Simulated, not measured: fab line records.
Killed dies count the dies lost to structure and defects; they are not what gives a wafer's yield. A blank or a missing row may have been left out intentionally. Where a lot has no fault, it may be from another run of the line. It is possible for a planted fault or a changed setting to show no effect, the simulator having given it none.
What tool caused it? | flow nand-harc | 42 wafers from 14 lots sampled at 2 of the route's 1159 steps

## WHAT EACH GAUGE READ, for each wafer
NHARC_A_CONTACT_CD_MEAS_08: target cd 100 nm. Usual: cd-nm reads 99.9 nm (standard deviation 0.59).
lot  | measured     | on        | cd-nm (nm)        | flag
L682 | day 17 19:39 | cd-sem-02 | 100.7 99.8 99.7   |
L684 | day 18 01:38 | cd-sem-01 | 99.2 99.4 99.5    |
L685 | day 19 03:40 | cd-sem-03 | 100.4 99.8 100.1  |
L687 | day 19 11:22 | cd-sem-03 | 100.1 100.4 99.9  |
L688 | day 19 12:47 | cd-sem-02 | 100.1 99.9 99.6   |
L689 | day 19 14:59 | cd-sem-01 | 99.3 99.0 99.5    |
L692 | day 21 05:05 | cd-sem-03 | 101.0 100.7 100.3 |
L699 | day 21 15:23 | cd-sem-02 | 99.9 99.8 99.3    |
L695 | day 22 02:01 | cd-sem-01 | 100.8 100.0 100.3 |
L700 | day 22 12:43 | cd-sem-03 | 99.5 99.6 100.1   |
L703 | day 22 18:53 | cd-sem-03 | 100.1 100.2 100.3 |
L702 | day 22 20:10 | cd-sem-01 | 98.9 99.2 99.6    |
L701 | day 22 21:32 | cd-sem-01 | 99.5 99.5 99.9    |
L704 | day 23 10:37 | cd-sem-03 | 99.7 100.3 100.1  |

NHARC_A_CONTACT_OVL_MEAS_09. Usual: overlay-x-nm 0.0 nm, standard deviation 0.9; overlay-y-nm 0.1 nm, standard deviation 0.88.
lot  | measured     | on         | overlay-x-nm (nm) | overlay-y-nm (nm) | flag
L682 | day 17 19:44 | overlay-01 | -0.7 0.1 -0.4     | 0.5 0.7 0.1       |
L684 | day 18 01:44 | overlay-02 | -0.7 -0.1 -0.4    | -1.0 -1.4 -1.3    |
L685 | day 19 03:45 | overlay-01 | -0.7 -0.7 -1.5    | -1.1 -1.2 -1.5    |
L687 | day 19 11:28 | overlay-01 | 0.2 0.2 0.2       | -0.2 0.0 0.2      |
L688 | day 19 12:53 | overlay-02 | 1.1 0.9 1.5       | 0.7 1.0 0.8       |
L689 | day 19 15:04 | overlay-02 | -0.7 -1.1 -0.9    | 0.9 0.6 -0.1      |
L692 | day 21 05:10 | overlay-02 | 0.0 -0.1 0.0      | -0.4 -0.3 0.2     |
L699 | day 21 15:29 | overlay-02 | 0.8 0.7 0.5       | 1.1 0.1 0.6       |
L695 | day 22 02:06 | overlay-02 | -0.3 -0.1 -0.4    | 1.4 1.9 1.8       |
L700 | day 22 12:48 | overlay-01 | -0.7 -0.8 -0.7    | 1.1 0.7 1.7       |
L703 | day 22 18:58 | overlay-02 | 0.3 0.0 0.7       | -1.4 -1.6 -1.5    |
L702 | day 22 20:16 | overlay-02 | -0.1 0.3 -0.1     | 0.6 0.8 1.0       |
L701 | day 22 21:37 | overlay-02 | 0.2 -0.2 -0.4     | 1.0 1.3 1.2       |
L704 | day 23 10:43 | overlay-02 | -1.3 -1.0 -0.4    | -1.3 -1.4 -0.7    |

## EACH LOT AND THE TOOL THAT RAN IT (in order: tool; ch and the chambers of the sampled wafers; start)
The record holds no process step before these readings.

## WHAT THE TOOLS THEMSELVES READ (means of the sampled wafers that have a number; where no wafer has one, the mark that the record gives instead)
The record holds no such reading with a usual standard deviation.

## THE ANSWER, worked out from the rows above alone
Rule: lot off if the mean of its wafers having a number is beyond 3 standard deviations from the usual mean. A lot without any number at a reading at which 4 lots or more have one is off too. Any other lot the step has rows for is counted as sound. The gauges are gone through in route order, then the tools' own readings, and for those a lot's mean is taken as printed above. At the first step where some lot is off, the reading lying furthest off is the one used; lots without a number count as furthest.
No lot is off on any of the readings shown, so nothing can be concluded from this.

## WHAT HAD BEEN PUT IN BY THE SIMULATOR
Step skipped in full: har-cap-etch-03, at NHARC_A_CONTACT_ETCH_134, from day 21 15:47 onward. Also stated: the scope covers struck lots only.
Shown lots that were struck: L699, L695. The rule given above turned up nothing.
